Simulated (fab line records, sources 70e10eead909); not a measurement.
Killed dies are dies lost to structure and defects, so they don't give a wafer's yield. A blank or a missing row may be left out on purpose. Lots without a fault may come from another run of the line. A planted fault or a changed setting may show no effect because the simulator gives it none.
Which tool did it? | flow nand_harc | 13 lots, 39 wafers sampled, at 5 steps of a route of 1302

WHAT THE GAUGES READ, wafer by wafer
NHARC_END_SORT_01. Usual: defect_limited_yield 91.0 %, standard deviation 2.8; killed_at_array 56, standard deviation 18; killed_at_other 1.4, standard deviation 1.5; killed_at_periphery 4, standard deviation 3.1; killed_dies 61, standard deviation 19; killed_open 3.5, standard deviation 1.8; killed_short 2.4, standard deviation 1.4.
lot  | measured     | on        | defect_limited_yield (%) | killed_at_array | killed_at_other | killed_at_periphery | killed_dies | killed_open | killed_short | flag
L432 | day 25 16:57 | prober-01 | 90.0 90.8 90.7           | 60 54 54        | 2 3 1           | 6 5 8               | 68 62 63    | 3 7 3       | 1 1 2        |
L433 | day 26 08:28 | prober-01 | 0 0 0                    | 50 43 58        | 625 633 618     | 2 1 1               | 677 677 677 | 1 0 4       | 3 0 1        | OFF
L435 | day 26 12:20 | prober-02 | 0 0 0                    | 61 67 51        | 615 609 625     | 1 1 1               | 677 677 677 | 2 5 1       | 2 0 4        | OFF
L444 | day 31 09:17 | prober-02 | 91.9 91.7 91.9           | 50 52 48        | 1 1 4           | 4 3 3               | 55 56 55    | 2 6 4       | 2 6 1        |
L445 | day 31 20:10 | prober-01 | 92.0 92.5 91.3           | 50 46 53        | 0 1 0           | 4 4 6               | 54 51 59    | 4 3 5       | 5 2 2        |
L450 | day 33 03:58 | prober-01 | 85.5                     | 93              | 4               | 1                   | 98          | 3           | 5            |
L453 | day 34 07:28 | prober-02 | 94.2                     | 39              | 0               | 0                   | 39          | 4           | 6            |

WHICH TOOL RAN EACH LOT (tool, then ch and the chambers of the sampled wafers, then the start)
lot  | NHARC_THIN_TSV_DEP_47           | NHARC_THIN_TSV_ETCHBACK_48         | NHARC_THIN_TSV_ANNEAL_52         | NHARC_THIN_TSV_PRE_CLEAN_54
L431 | pecvd-01 ch 1,2, day 23 20:14   | rie_diel-12 ch 1,2, day 23 20:43   | rtp_anneal-02 ch 0, day 23 22:28 | pvd_sputter-03, day 23 23:18
L432 | pecvd-04 ch 0,1, day 25 03:40   | rie_diel-02 ch 1,3, day 25 04:01   | rtp_anneal-02 ch 0, day 25 05:42 | pvd_sputter-03, day 25 06:35
L433 | pecvd-04 ch 0,1,2, day 25 15:57 | rie_diel-04 ch 0,1,3, day 25 16:25 | rtp_anneal-01 ch 0, day 25 18:07 | pvd_sputter-03, day 25 18:56
L435 | pecvd-04 ch 1,2, day 25 22:56   | rie_diel-12 ch 0,3, day 25 23:20   | rtp_anneal-02 ch 0, day 26 01:11 | pvd_sputter-01, day 26 02:05
L440 | pecvd-04 ch 1,2, day 29 14:00   | rie_diel-12 ch 0,1,2, day 29 14:19 | rtp_anneal-02 ch 0, day 29 16:02 | pvd_sputter-02, day 29 16:56
L443 | pecvd-04 ch 0,1,2, day 29 15:07 | rie_diel-02 ch 0,1,3, day 29 15:31 | rtp_anneal-02 ch 0, day 29 17:17 | pvd_sputter-01, day 29 18:07
L442 | pecvd-01 ch 1,2, day 29 16:32   | rie_diel-12 ch 0,2,3, day 29 17:07 | rtp_anneal-02 ch 0, day 29 18:46 | pvd_sputter-02, day 29 19:38
L447 | pecvd-04 ch 0,2, day 30 04:41   | rie_diel-04 ch 0,1, day 30 05:06   | rtp_anneal-01 ch 0, day 30 07:21 | pvd_sputter-01, day 30 08:12
L444 | pecvd-02 ch 0,1,2, day 30 17:13 | rie_diel-12 ch 0,2,3, day 30 17:34 | rtp_anneal-02 ch 0, day 30 19:19 | pvd_sputter-03, day 30 20:11
L445 | pecvd-01 ch 1,2, day 31 05:23   | rie_diel-02 ch 0,1,3, day 31 05:47 | rtp_anneal-02 ch 0, day 31 07:37 | pvd_sputter-03, day 31 08:23
L449 | pecvd-04 ch 0,1,2, day 32 04:46 | rie_diel-12 ch 2,3, day 32 05:02   | rtp_anneal-01 ch 0, day 32 06:55 | pvd_sputter-03, day 32 07:38
L450 | pecvd-02 ch 0,1, day 32 13:20   | rie_diel-12 ch 0,1,2, day 32 13:41 | rtp_anneal-02 ch 0, day 32 15:26 | pvd_sputter-03, day 32 16:17
L453 | pecvd-04 ch 0,1, day 33 17:27   | rie_diel-12 ch 0,1, day 33 17:48   | rtp_anneal-01 ch 0, day 33 19:34 | pvd_sputter-01, day 33 20:25
- NHARC_THIN_TSV_DEP_47: deposits SiO2, target thk 200 nm.
- NHARC_THIN_TSV_ETCHBACK_48: etches the open film in C4F8/Ar, target depth 1028.5 nm, time 405.17 s.
- NHARC_THIN_TSV_ANNEAL_52: time 90 s.
- NHARC_THIN_TSV_PRE_CLEAN_54: time 30 s.

WHAT THE TOOLS THEMSELVES READ (means of the sampled wafers that have a number; where no wafer has one, the mark that the record gives instead)
NHARC_THIN_TSV_DEP_47. Usual: chamber_pressure_Torr 6.498 Torr, standard deviation 0.013; throttle_valve_pct 16.3 %, standard deviation 0.61.
lot  | tool     | chamber_pressure_Torr (Torr) | throttle_valve_pct (%) | flag
L431 | pecvd-01 | 6.509                        | 15.7                   |
L432 | pecvd-04 | 6.500                        | 16.0                   |
L433 | pecvd-04 | 6.506                        | 16.0                   |
L435 | pecvd-04 | 6.491                        | 16.4                   |
L440 | pecvd-04 | 6.500                        | 16.3                   |
L443 | pecvd-04 | 6.494                        | 16.2                   |
L442 | pecvd-01 | 6.497                        | 15.6                   |
L447 | pecvd-04 | 6.478                        | 16.0                   |
L444 | pecvd-02 | 6.493                        | 16.8                   |
L445 | pecvd-01 | 6.493                        | 15.4                   |
L449 | pecvd-04 | 6.502                        | 16.4                   |
L450 | pecvd-02 | 6.503                        | 16.5                   |
L453 | pecvd-04 | 6.495                        | 16.0                   |

NHARC_THIN_TSV_ETCHBACK_48. Usual: bias_w 300.1 W, standard deviation 0.84; chamber_pressure_mTorr 24.998 mTorr, standard deviation 0.022; oes_product_au 0.945 a.u., standard deviation 0.029; rf_vpp_V 547 V, standard deviation 3.2.
lot  | tool        | bias_w (W) | chamber_pressure_mTorr (mTorr) | oes_product_au (a.u.) | rf_vpp_V (V) | flag
L431 | rie_diel-12 | 300.4      | 25.012                         | 0.966                 | 547          |
L432 | rie_diel-02 | 299.6      | 24.997                         | 1.000                 | 548          |
L433 | rie_diel-04 | -          | -                              | -                     | -            | OFF
L435 | rie_diel-12 | -          | -                              | -                     | -            | OFF
L440 | rie_diel-12 | 299.6      | 25.011                         | 0.920                 | 547          |
L443 | rie_diel-02 | 299.6      | 25.027                         | 0.944                 | 549          |
L442 | rie_diel-12 | 300.4      | 25.005                         | 0.923                 | 548          |
L447 | rie_diel-04 | 299.7      | 24.987                         | 0.926                 | 549          |
L444 | rie_diel-12 | 300.1      | 24.990                         | 0.962                 | 546          |
L445 | rie_diel-02 | 300.1      | 25.008                         | 0.923                 | 549          |
L449 | rie_diel-12 | 299.9      | 24.997                         | 0.922                 | 545          |
L450 | rie_diel-12 | 299.3      | 24.987                         | 0.929                 | 548          |
L453 | rie_diel-12 | 301.5      | 25.002                         | 0.929                 | 549          |

NHARC_THIN_TSV_ANNEAL_52. Usual: wafer_temp_C_max 226.17, standard deviation 0.29.
lot  | tool          | wafer_temp_C_max | flag
L431 | rtp_anneal-02 | 226.38           |
L432 | rtp_anneal-02 | 226.26           |
L433 | rtp_anneal-01 | 225.86           |
L435 | rtp_anneal-02 | 226.18           |
L440 | rtp_anneal-02 | 226.15           |
L443 | rtp_anneal-02 | 226.18           |
L442 | rtp_anneal-02 | 225.97           |
L447 | rtp_anneal-01 | 226.27           |
L444 | rtp_anneal-02 | 225.98           |
L445 | rtp_anneal-02 | 226.46           |
L449 | rtp_anneal-01 | 226.00           |
L450 | rtp_anneal-02 | 226.02           |
L453 | rtp_anneal-01 | 226.16           |

NHARC_THIN_TSV_PRE_CLEAN_54. Usual: heater_power_w 414 W, standard deviation 54.
lot  | tool           | heater_power_w (W) | flag
L431 | pvd_sputter-03 | 447                |
L432 | pvd_sputter-03 | 451                |
L433 | pvd_sputter-03 | 416                |
L435 | pvd_sputter-01 | 452                |
L440 | pvd_sputter-02 | 426                |
L443 | pvd_sputter-01 | 401                |
L442 | pvd_sputter-02 | 391                |
L447 | pvd_sputter-01 | 449                |
L444 | pvd_sputter-03 | 455                |
L445 | pvd_sputter-03 | 461                |
L449 | pvd_sputter-03 | 447                |
L450 | pvd_sputter-03 | 435                |
L453 | pvd_sputter-01 | 413                |

THE ANSWER, worked out from the rows above alone
Rule: a lot is off if the mean of its wafers that have a number lies more than 3 standard deviations from the usual mean. A lot without any number at a reading at which 4 lots or more have one is off too. The other lots that the step has rows for count as sound. The gauges are gone through in route order, then the tools' own readings, and for those a lot's mean is taken as printed above. The first step at which some lot is off is used, and at that step the reading that is off furthest; a lot without a number counts as furthest.
Off: L433, L435, at NHARC_END_SORT_01 (killed_at_other). Neither off nor sound, because the step has no rows for them: L431, L440, L443, L442, L447, L449.
A tool fits if, at a process step before that reading, it ran every lot that is off, and no sound lot after the first of them. The gauges at NHARC_END_SORT_01 aren't tried: what is off there is off at NHARC_THIN_TSV_ETCHBACK_48 too, on other tools, and a gauge's error can't cause that. None of those tried fits.

WHAT THE SIMULATOR HAD PUT IN
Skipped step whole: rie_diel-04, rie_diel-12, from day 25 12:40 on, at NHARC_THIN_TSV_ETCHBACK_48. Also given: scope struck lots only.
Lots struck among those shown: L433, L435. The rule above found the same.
